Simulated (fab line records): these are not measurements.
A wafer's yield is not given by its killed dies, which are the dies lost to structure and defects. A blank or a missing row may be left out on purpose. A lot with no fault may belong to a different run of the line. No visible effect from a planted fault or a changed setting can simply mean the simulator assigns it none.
Chamber matching :: flow nand_harc :: rie_diel-02 running NHARC_A_BLC_ETCH_16: 4 sister chambers
The step etches the open film in CF4, target depth 39 nm, time 65 s. 4 wafers are shown with their chamber, then 6 later ones without.

## WAFERS WITH THEIR CHAMBER
wafer: L605.6
chamber: 0
drypump_motor_current_A (A): 5.6

wafer: L619.4
chamber: 1
drypump_motor_current_A (A): 4.9

wafer: L619.5
chamber: 3
drypump_motor_current_A (A): 5.5

wafer: L619.6
chamber: 2
drypump_motor_current_A (A): 5.3

## WAFERS MISSING THEIR CHAMBER
wafer: L624.1
drypump_motor_current_A (A): 5.0

wafer: L624.2
drypump_motor_current_A (A): 5.6

wafer: L624.4
drypump_motor_current_A (A): 5.0

wafer: L626.1
drypump_motor_current_A (A): 5.2

wafer: L626.2
drypump_motor_current_A (A): 5.6

wafer: L626.4
drypump_motor_current_A (A): 5.5

## EACH ONE'S CHAMBER
wafer: L624.1
from the rows above: 1
in truth: 1

wafer: L624.2
from the rows above: can't be placed: 0 or 3
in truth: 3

wafer: L624.4
from the rows above: 1
in truth: 1

wafer: L626.1
from the rows above: 2
in truth: 2

wafer: L626.2
from the rows above: can't be placed: 0 or 3
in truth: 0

wafer: L626.4
from the rows above: can't be placed: 3 or 0
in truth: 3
Correctly placed: 3 of 6. Cannot be placed on the basis of these rows: 3; the candidates contain the true chamber in 3. Wrongly placed: 0.
How it was worked out, from the rows above alone: a wafer's distance from a chamber is the root of the sum, over the readings, of the square of ((its reading less the chamber's mean) divided by the reading's scatter). The wafer belongs to the nearest chamber; if the next one is less than 2 further off, it can't be placed. The mean given for a chamber averages the wafers shown for that chamber. The scatter: root of mean squared gap, hidden wafer to nearest shown wafer, with one shown wafer a chamber.
